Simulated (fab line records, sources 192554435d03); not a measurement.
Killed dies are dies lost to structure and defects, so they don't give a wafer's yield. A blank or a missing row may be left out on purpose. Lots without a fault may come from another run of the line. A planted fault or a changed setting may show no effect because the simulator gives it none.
fab line records | flow n5_finfet | part 1 of 2: steps 1 to 25 of 31
record lots=5 wafers=15 last_day=15
route steps=1938 shown GATE_CUT@504 MOL_CONTACT_COAG@517
lots that met no fault: from a run of the same line without faults
start_h: hours from the record's first day to the start of the lot's first wafer shown | wait_h: hours since the lot's step before | " the same as in the row above | L1.1+2: a row that stands for several wafers | - no value, or no start given | * or withheld: withheld | < > ~ a bound
route shown NAME@n: a module of which the file shows steps, and the number in the route of the first | usual: mean/standard deviation of fault-free wafers | same: alike in all rows | chamber/n: place in a boat | sites: the reading at each site | _std_site: their standard deviation | _edge_site: outer sites' mean less inner sites' | radius_mm: how far each site lies from the wafer's centre | mask NAME#n: copy n | behind: the tool/chamber that last shaped the wafer | hold: why the lot was held/for how many hours/how that ended | device: the transistor (n, p or np) that didn't switch | end of line: the same wafers' tests at the end of the route | a step without rows: its recipe alone | killed: dies lost to structure and defects at the first sort, not the wafer's yield | map: a wafer's dies, x killed, . not, _ none there
set.NAME: the setting as run; set.NAME@STEP: as run at that earlier step | model.NAME: the simulator's own value behind a step, which no gauge read
lots at some steps of the route; a table a step, a row a wafer
services: from which hour (start_h, from the record's first day; less than 0 if before it) a tool's chamber was out of use, for how many hours, and why
## steps
# step N5_GATE_CUT_VAPOR_ETCH_48
# recipe chemistry=BCl3/Cl2 target=TiN mode=isotropic
# usual drypump_motor_current_A=6.0/0.49 oes_product_au=0.71/0.1
# columns lot.wafer tool chamber start_h wait_h drypump_motor_current_A oes_product_au
L074.1 rie_metal-01 1 83.82 0.0 6.5 0.62
L074.3 " 1 " " 6.5 0.61
L074.6 " 0 " " 6.4 0.78
L078.1 rie_metal-01 1 110.07 0.0 6.5 0.62
L078.4 " 1 " " 6.5 0.63
L078.6 " 0 " " 6.4 0.79
L081.1 rie_metal-03 1 126.38 0.0 5.9 0.94
L081.5 " 0 " " 5.6 0.72
L081.6 " 1 " " 5.8 0.94
L084.2 rie_metal-01 0 148.65 0.0 6.4 0.77
L084.3 " 1 " " 6.5 0.61
L084.4 " 0 " " 6.4 0.77
L090.1 rie_metal-01 1 183.38 0.0 6.5 0.60
L090.2 " 0 " " 6.4 0.76
L090.5 " 1 " " 6.5 0.60
# step N5_GATE_CUT_VAPOR_ETCH_49
# recipe chemistry=BCl3/Cl2 target=TiAlC mode=isotropic
# usual drypump_motor_current_A=6.0/0.49 oes_product_au=0.71/0.1
# columns lot.wafer tool chamber start_h wait_h drypump_motor_current_A oes_product_au
L074.1 rie_metal-01 1 83.85 0.0 6.5 0.62
L074.3 " 1 " " 6.5 0.61
L074.6 " 0 " " 6.4 0.78
L078.1 rie_metal-01 1 110.10 0.0 6.5 0.62
L078.4 " 1 " " 6.5 0.61
L078.6 " 0 " " 6.4 0.78
L081.1 rie_metal-03 1 126.41 0.0 5.9 0.94
L081.5 " 0 " " 5.6 0.71
L081.6 " 1 " " 5.9 0.94
L084.2 rie_metal-01 0 148.68 0.0 6.4 0.77
L084.3 " 1 " " 6.5 0.60
L084.4 " 0 " " 6.4 0.77
L090.1 rie_metal-01 1 183.41 0.0 6.5 0.60
L090.2 " 0 " " 6.4 0.76
L090.5 " 1 " " 6.5 0.60
# step N5_GATE_CUT_VAPOR_ETCH_51
# recipe chemistry=BCl3/Cl2 target=HfO2 mode=isotropic
# usual drypump_motor_current_A=6.0/0.49 oes_product_au=0.71/0.1
# columns lot.wafer tool chamber start_h wait_h drypump_motor_current_A oes_product_au
L074.1 rie_metal-01 1 83.88 0.0 6.5 0.62
L074.3 " 1 " " 6.5 0.62
L074.6 " 0 " " 6.4 0.78
L078.1 rie_metal-01 1 110.13 0.0 6.5 0.62
L078.4 " 1 " " 6.5 0.61
L078.6 " 0 " " 6.4 0.78
L081.1 rie_metal-03 1 126.44 0.0 5.9 0.94
L081.5 " 0 " " 5.5 0.71
L081.6 " 1 " " 5.9 0.93
L084.2 rie_metal-01 0 148.71 0.0 6.4 0.77
L084.3 " 1 " " 6.5 0.61
L084.4 " 0 " " 6.4 0.76
L090.1 rie_metal-01 1 183.44 0.0 6.6 0.61
L090.2 " 0 " " 6.4 0.77
L090.5 " 1 " " 6.6 0.61
# step N5_GATE_CUT_STRIP_21
# recipe chemistry=N2/H2 time_s=30 power_w=1000 temp_c=250 pressure_mtorr=withheld n2_flow_sccm=1750 h2_flow_sccm=3250
# usual drypump_motor_current_A=5.60/0.3 heater_power_w=375/22
# columns lot.wafer tool chamber start_h wait_h drypump_motor_current_A heater_power_w rf_hours_counter_h
L074.1 plasma_asher-01 0 83.93 0.0 5.65 369 39
L074.3 " 0 " " 5.67 364 -
L074.6 " 1 " " 5.08 402 -
L078.1 plasma_asher-01 0 110.18 0.0 5.67 364 44
L078.4 " 1 " " 5.12 405 -
L078.6 " 1 " " 5.07 414 -
L081.1 plasma_asher-02 1 126.49 0.0 5.72 348 102
L081.5 " 1 " " 5.71 347 -
L081.6 " 0 " " 5.87 385 -
L084.2 plasma_asher-01 1 148.76 0.0 5.10 415 51
L084.3 " 0 " " 5.68 365 -
L084.4 " 1 " " 5.11 409 -
L090.1 plasma_asher-01 0 183.50 0.0 5.67 365 58
L090.2 " 1 " " 5.07 404 58
L090.5 " 1 " " 5.07 413 -
# step N5_GATE_CUT_STRIP_29
# recipe chemistry=post_etch_residue_remover time_s=60 temp_c=25 remover_ph=withheld remover_water_wt_pct=withheld remover_fluoride_wt_pct=withheld
# columns lot.wafer tool chamber start_h wait_h
L074.1+3+6 wet_bench-02 4,1,6 84.01 0.1
L078.1+4+6 wet_bench-05 5,4,0 110.27 0.1
L081.1+5+6 wet_bench-02 6,4,1 126.58 0.1
L084.2+3+4 wet_bench-01 4,3,0 148.85 0.1
L090.1+2+5 wet_bench-01 0,2,5 183.58 0.1
# step N5_GATE_CUT_SRD_52
# recipe dry=ipa_marangoni time_s=30 temp_c=23 rinse_liquid=diw
# columns lot.wafer tool chamber start_h wait_h
L074.1+3+6 wet_bench-02 4,1,6 84.03 0.0
L078.1+4+6 wet_bench-05 5,4,0 110.31 0.0
L081.1+5+6 wet_bench-02 6,4,1 126.60 0.0
L084.2+3+4 wet_bench-01 4,3,0 148.89 0.0
L090.1+2+5 wet_bench-01 0,2,5 183.60 0.0
# step N5_GATE_CUT_ALD_22
# recipe material=SiNx target_thk_a=160 temp_c=400 ald_precursor_family=SiH2I2 ald_co_reactant=N2/H2-plasma pulse_time_s=1 ald_cycles=320 purge_time_s=2 co_reactant_purge_time_s=2 pressure_torr=2
# usual heater_power_w=863/93 precursor_pulse_height_rel=0.999/0.019
# columns lot.wafer tool chamber start_h wait_h heater_power_w precursor_pulse_height_rel
L074.1 ald_sin-03 2 84.08 0.0 949 0.973
L074.3 " 1 " " 734 1.024
L074.6 " 3 " " 780 1.028
L078.1 ald_sin-03 0 110.37 0.0 914 0.992
L078.4 " 3 " " 752 1.000
L078.6 " 0 " " 923 1.009
L081.1 ald_sin-03 0 126.81 0.2 904 0.980
L081.5 " 0 " " 862 1.011
L081.6 " 2 " " 957 0.990
L084.2 ald_sin-01 3 149.04 0.1 873 1.018
L084.3 " 0 " " 832 1.023
L084.4 " 2 " " 701 0.975
L090.1 ald_sin-02 2 183.96 0.3 909 0.984
L090.2 " 1 " " 829 0.997
L090.5 " 1 " " 847 1.013
# step N5_GATE_CUT_CMP_23
# recipe stop_on=SiO2 t_overpolish_s=23.4 post_cmp_clean=alkaline_brush down_force_psi=2.5 platen_rpm=51.8 pad_velocity_m_s=1.0307 target_thk_nm=16
# usual motor_current_A=8.8/1.1 overpolish_run_s=23.399/0.0088 time_to_endpoint_s=21.3/2.9
# columns lot.wafer tool chamber start_h wait_h motor_current_A overpolish_run_s time_to_endpoint_s
L074.3 cmp-01 2 85.57 0.8 11.3 23.393 16.9
L074.1 " 3 " " 7.2 23.417 19.1
L074.6 " 3 " " 7.4 23.391 22.1
L078.4 cmp-02 0 111.86 0.8 8.6 23.392 17.2
L078.1 " 1 " " 10.6 23.397 21.2
L078.6 " 1 " " 9.8 23.403 22.2
L081.1 cmp-01 3 128.30 0.8 6.9 23.394 23.9
L081.5 " 3 " " 7.0 23.414 24.0
L081.6 " 0 " " 8.6 23.393 22.6
L084.2 cmp-04 0 150.53 0.8 8.1 23.401 20.9
L084.4 " 1 " " 9.3 23.388 22.5
L084.3 " 2 " " 7.7 23.406 19.4
L090.2 cmp-01 3 185.49 0.8 7.6 23.414 18.3
L090.1 " 1 " " 9.2 23.394 20.7
L090.5 " 3 " " 7.3 23.397 20.5
# step N5_GATE_CUT_THK_MEAS_24
# recipe reads=SiO2_of_GATE_CUT_HM_DEP_46+SiO2_flowable_of_ILD0_FCVD_FILL_01
# usual GC_FILL_THK=220.0/2.1
# columns lot.wafer tool chamber start_h wait_h GC_FILL_THK[nm]
L074.1 film_metro-02 - 85.86 - 218.4
L074.3 " - " " 218.8
L074.6 " - " " 218.7
L078.1 film_metro-02 - 112.15 - 217.3
L078.4 " - " " 220.7
L078.6 " - " " 219.2
L081.1 film_metro-01 - 128.60 - 219.5
L081.5 " - " " 219.4
L081.6 " - " " 222.5
L084.2 film_metro-02 - 150.83 - 216.8
L084.3 " - " " 218.9
L084.4 " - " " 221.1
L090.1 film_metro-02 - 185.74 - 220.4
L090.2 " - " " 220.9
L090.5 " - " " 223.6
# step N5_GATE_CUT_CMP_43
# recipe material=SiO2 post_cmp_clean=rinse_only
# usual motor_current_A=11.8/1.3
# columns lot.wafer tool chamber start_h wait_h motor_current_A
L074.3 cmp-04 3 85.89 0.0 12.5
L074.1 " 2 " " 10.5
L074.6 " 0 " " 10.7
L078.4 cmp-04 1 112.26 0.1 11.1
L078.1 " 3 " " 12.3
L078.6 " 0 " " 10.9
L081.1 cmp-02 0 128.96 0.4 11.4
L081.5 " 1 " " 13.2
L081.6 " 2 " " 11.5
L084.4 cmp-02 3 150.86 0.0 12.3
L084.3 " 0 " " 12.1
L084.2 " 1 " " 13.4
L090.2 cmp-04 0 185.85 0.1 11.0
L090.1 " 1 " " 11.7
L090.5 " 0 " " 10.4
# step N5_GATE_CUT_CMP_61
# recipe stop_on=SiNx t_overpolish_s=3 post_cmp_clean=alkaline_brush down_force_psi=4 platen_rpm=27.09 pad_velocity_m_s=0.539
# usual motor_current_A=11.7/1.3
# columns lot.wafer tool chamber start_h wait_h motor_current_A
L074.3 cmp-04 3 86.37 0.4 12.4
L074.1 " 2 " " 10.3
L074.6 " 0 " " 10.5
L078.4 cmp-04 1 112.69 0.3 11.8
L078.1 " 3 " " 11.7
L078.6 " 0 " " 10.1
L081.1 cmp-02 0 129.29 0.2 11.5
L081.5 " 1 " " 12.2
L081.6 " 2 " " 11.1
L084.4 cmp-02 3 151.34 0.4 11.9
L084.3 " 0 " " 11.5
L084.2 " 1 " " 13.4
L090.2 cmp-04 0 186.28 0.3 10.8
L090.1 " 1 " " 11.8
L090.5 " 0 " " 11.6
# step N5_GATE_CUT_INSPECT_26
# recipe inspect_instrument=darkfield mode=post_cmp
# usual raw_defect_count=41/17
# columns lot.wafer tool chamber start_h wait_h raw_defect_count
L074.1 defect_inspect-02 - 86.60 0.0 76
L074.3 " - " " 46
L074.6 " - " " 46
L078.1 defect_inspect-01 - 112.89 0.0 32
L078.4 " - " " 37
L078.6 " - " " 29
L081.1 defect_inspect-01 - 129.43 0.0 58
L081.5 " - " " 30
L081.6 " - " " 52
L084.2 defect_inspect-02 - 151.57 0.0 28
L084.3 " - " " 33
L084.4 " - " " 22
L090.1 defect_inspect-01 - 186.49 0.0 24
L090.2 " - " " 49
L090.5 " - " " 20
# step N5_MOL_CONTACT_COAG_COAT_103
# recipe resist=SOC temp_c=250 time_s=60 spin_rpm=1500 resist_thk_nm=80
# usual heater_power_total_W=500.3/1.8
# columns lot.wafer tool chamber start_h wait_h heater_power_total_W
L074.1 litho_track-04 0 86.63 0.0 502.2
L074.3 " 0 " " 499.1
L074.6 " 0 " " 497.4
L078.1 litho_track-05 0 112.93 0.0 500.4
L078.4 " 0 " " 498.0
L078.6 " 0 " " 499.9
L081.1 litho_track-05 0 129.46 0.0 500.6
L081.5 " 0 " " 498.9
L081.6 " 0 " " 501.5
L084.2 litho_track-04 0 151.60 0.0 502.4
L084.3 " 0 " " 502.4
L084.4 " 0 " " 503.0
L090.1 litho_track-04 0 186.52 0.0 499.6
L090.2 " 0 " " 498.1
L090.5 " 0 " " 502.1
# step N5_MOL_CONTACT_COAG_COAT_104
# recipe resist=SiARC temp_c=220 time_s=60 spin_rpm=1500 resist_thk_nm=12
# usual heater_power_total_W=427.5/2.1
# columns lot.wafer tool chamber start_h wait_h heater_power_total_W
L074.1 litho_track-04 0 - - 429.5
L074.3 " 0 " " 424.1
L074.6 " 0 " " 426.0
L078.1 litho_track-05 0 - - 426.2
L078.4 " 0 " " 430.1
L078.6 " 0 " " 428.4
L081.1 litho_track-05 0 - - 426.7
L081.5 " 0 " " 425.6
L081.6 " 0 " " 428.9
L084.2 litho_track-04 0 - - 424.8
L084.3 " 0 " " 427.1
L084.4 " 0 " " 426.1
L090.1 litho_track-04 0 - - 429.6
L090.2 " 0 " " 428.9
L090.5 " 0 " " 429.5
# step N5_MOL_CONTACT_COAG_COAT_58
# recipe resist=underlayer temp_c=205 time_s=60 spin_rpm=1500 resist_thk_nm=10
# usual heater_power_total_W=391.8/1.3
# columns lot.wafer tool chamber start_h wait_h heater_power_total_W
L074.1 litho_track-04 0 - - 391.3
L074.3 " 0 " " 390.9
L074.6 " 0 " " 393.2
L078.1 litho_track-05 0 - - 390.8
L078.4 " 0 " " 391.3
L078.6 " 0 " " 390.8
L081.1 litho_track-05 0 - - 393.1
L081.5 " 0 " " 391.8
L081.6 " 0 " " 393.6
L084.2 litho_track-04 0 - - 391.8
L084.3 " 0 " " 390.3
L084.4 " 0 " " 391.4
L090.1 litho_track-04 0 - - 393.9
L090.2 " 0 " " 390.9
L090.5 " 0 " " 393.8
# step N5_MOL_CONTACT_COAG_COAT_02
# recipe resist=CAR-EUV spin_rpm=1500 resist_thk_nm=30
# columns lot.wafer tool chamber start_h wait_h
L074.1+3+6 litho_track-04 0 - -
L078.1+4+6 litho_track-05 0 - -
L081.1+5+6 litho_track-05 0 - -
L084.2+3+4 litho_track-04 0 - -
L090.1+2+5 litho_track-04 0 - -
# step N5_MOL_CONTACT_COAG_EBR_04
# recipe solvent=PGMEA ebr_width_mm=1.5
# columns lot.wafer tool chamber start_h wait_h
L074.1+3+6 litho_track-04 0 - -
L078.1+4+6 litho_track-05 0 - -
L081.1+5+6 litho_track-05 0 - -
L084.2+3+4 litho_track-04 0 - -
L090.1+2+5 litho_track-04 0 - -
# step N5_MOL_CONTACT_COAG_SOFTBAKE_03
# recipe temp_c=110 time_s=60 resist=CAR-EUV
# usual heater_power_total_W=175.1/1.6
# columns lot.wafer tool chamber start_h wait_h heater_power_total_W
L074.1 litho_track-04 0 - - 173.1
L074.3 " 0 " " 177.3
L074.6 " 0 " " 172.9
L078.1 litho_track-05 0 - - 174.1
L078.4 " 0 " " 173.2
L078.6 " 0 " " 173.6
L081.1 litho_track-05 0 - - 176.8
L081.5 " 0 " " 173.7
L081.6 " 0 " " 176.6
L084.2 litho_track-04 0 - - 177.5
L084.3 " 0 " " 172.9
L084.4 " 0 " " 173.5
L090.1 litho_track-04 0 - - 177.3
L090.2 " 0 " " 175.8
L090.5 " 0 " " 173.0
# step N5_MOL_CONTACT_COAG_EXPOSE_05
# recipe mask_id=CA na=0.33 source_shape=annular sigma_inner=0.4 sigma_outer=0.8 polarization=unpolarized defocus_nm=0 dose_mj=38.25
# same stage_msd_nm=0.91
# columns lot.wafer tool chamber start_h wait_h mask
L074.1+3+6 euv_scanner-02 0 86.90 - CA#0
L078.1+4+6 euv_scanner-02 0 113.19 - CA#0
L081.1+5+6 euv_scanner-02 0 129.73 - CA#0
L084.2+3+4 euv_scanner-02 0 151.87 - CA#0
L090.1+2+5 euv_scanner-02 0 186.65 - CA#0
# step N5_MOL_CONTACT_COAG_PEB_06
# recipe peb_temp_c=100 peb_time_s=60 resist=CAR-EUV
# usual heater_power_total_W=154.1/1
# columns lot.wafer tool chamber start_h wait_h heater_power_total_W
L074.1 litho_track-04 0 86.96 0.1 153.7
L074.3 " 0 " " 153.4
L074.6 " 0 " " 154.6
L078.1 litho_track-05 0 113.25 0.1 152.3
L078.4 " 0 " " 155.5
L078.6 " 0 " " 152.9
L081.1 litho_track-04 0 129.79 0.1 155.3
L081.5 " 0 " " 154.9
L081.6 " 0 " " 153.8
L084.2 litho_track-05 0 151.92 0.0 154.1
L084.3 " 0 " " 155.4
L084.4 " 0 " " 155.0
L090.1 litho_track-05 0 186.72 0.1 153.6
L090.2 " 0 " " 152.8
L090.5 " 0 " " 155.7
# step N5_MOL_CONTACT_COAG_DEVELOP_07
# recipe develop_time_s=30 developer=TMAH resist=CAR-EUV rinse_liquid=surfactant_rinse dry=air_spin dev_temp_c=23
# columns lot.wafer tool chamber start_h wait_h
L074.1+3+6 litho_track-04 0 - -
L078.1+4+6 litho_track-05 0 - -
L081.1+5+6 litho_track-04 0 - -
L084.2+3+4 litho_track-05 0 - -
L090.1+2+5 litho_track-05 0 - -
# step N5_MOL_CONTACT_COAG_CD_MEAS_08
# recipe target_cd_nm=28 landing_energy_ev=500 detector=se_inlens polarity=opening
# usual cd_nm=28.07/0.24
# columns lot.wafer tool chamber start_h wait_h cd_nm
L074.1 cd_sem-02 0 87.03 - 28.09
L074.3 " 0 " " 28.62
L074.6 " 0 " " 28.05
L078.1 cd_sem-03 0 113.32 - 28.07
L078.4 " 0 " " 28.17
L078.6 " 0 " " 28.32
L081.1 cd_sem-01 0 129.86 - 28.25
L081.5 " 0 " " 27.87
L081.6 " 0 " " 27.75
L084.2 cd_sem-03 0 151.99 - 28.33
L084.3 " 0 " " 28.30
L084.4 " 0 " " 28.13
L090.1 cd_sem-03 0 186.78 - 28.10
L090.2 " 0 " " 28.17
L090.5 " 0 " " 28.08
# step N5_MOL_CONTACT_COAG_OVL_MEAS_09
# recipe points_per_wafer=522
# usual CA_OVL=0.2/0.68
# columns lot.wafer tool chamber start_h wait_h CA_OVL[nm]
L074.1 overlay-02 0 87.06 0.0 -0.8
L074.3 " 0 " " -0.6
L074.6 " 0 " " 0.0
L078.1 overlay-02 0 113.35 0.0 0.9
L078.4 " 0 " " 0.1
L078.6 " 0 " " 1.1
L081.1 overlay-02 0 129.89 0.0 -0.8
L081.5 " 0 " " 0.4
L081.6 " 0 " " -0.2
L084.2 overlay-01 0 152.03 0.0 0.2
L084.3 " 0 " " -0.6
L084.4 " 0 " " 0.5
L090.1 overlay-02 0 186.81 0.0 0.7
L090.2 " 0 " " 0.1
L090.5 " 0 " " 0.7
# step N5_MOL_CONTACT_COAG_INSPECT_10
# recipe mode=adi inspect_instrument=brightfield
# usual raw_defect_count=74/27
# columns lot.wafer tool chamber start_h wait_h raw_defect_count
L074.1 defect_inspect-02 - 87.11 0.1 121
L074.3 " - " " 78
L074.6 " - " " 96
L078.1 defect_inspect-02 - 113.41 0.1 74
L078.4 " - " " 62
L078.6 " - " " 52
L081.1 defect_inspect-01 - 129.95 0.1 91
L081.5 " - " " 51
L081.6 " - " " 75
L084.2 defect_inspect-02 - 152.08 0.0 52
L084.3 " - " " 56
L084.4 " - " " 39
L090.1 defect_inspect-01 - 186.87 0.1 38
L090.2 " - " " 74
L090.5 " - " " 55
# step N5_MOL_CONTACT_COAG_DESCUM_13
# recipe chemistry=O2 time_s=7 source_power_w=50 bias_power_w=20 pressure_mtorr=20 rf_frequency_hz=2.712e+07 temp_c=40 resist=CAR-EUV o2_flow_sccm=225
# usual drypump_motor_current_A=5.8/0.45 oes_product_au=0.82/0.091 rf_fwd_power_W=49.43/0.23 rf_vpp_V=243.3/1.3 showerhead_plenum_p_Torr=2.09/0.061 throttle_valve_pct=20.41/0.21
# columns lot.wafer tool chamber start_h wait_h drypump_motor_current_A oes_product_au rf_fwd_power_W rf_hours_counter_h rf_vpp_V showerhead_plenum_p_Torr throttle_valve_pct
L074.1 rie_diel-03 3 87.15 0.0 5.6 0.87 49.44 66 244.6 2.20 20.33
L074.3 " 2 " " 6.0 0.97 49.21 3 243.5 2.06 20.38
L074.6 " 0 " " 5.5 0.69 49.58 - 240.4 1.99 20.32
L078.1 rie_diel-03 3 113.44 0.0 5.6 0.85 49.49 76 244.2 2.20 20.35
L078.4 " 1 " " 6.8 0.97 49.57 6 243.7 2.07 20.39
L078.6 " 1 " " 6.7 0.98 49.70 - 243.1 2.07 20.39
L081.1 rie_diel-05 3 130.02 0.1 5.6 0.74 49.27 173 242.8 2.08 20.49
L081.5 " 2 " " 6.2 0.71 49.57 - 244.1 2.14 20.41
L081.6 " 3 " " 5.6 0.74 49.50 - 244.1 2.08 20.47
L084.2 rie_diel-03 2 152.16 0.1 5.9 0.91 49.30 22 241.5 2.06 20.42
L084.3 " 0 " " 5.5 0.68 49.73 238 242.0 1.98 20.35
L084.4 " 3 " " 5.6 0.85 49.13 84 246.2 2.20 20.37
L090.1 rie_diel-05 2 186.95 0.1 6.2 0.69 49.20 228 246.1 2.13 20.46
L090.2 " 0 " " 5.5 0.81 49.35 69 245.4 2.22 20.12
L090.5 " 1 " " 5.5 0.73 49.53 - 242.2 2.06 20.73
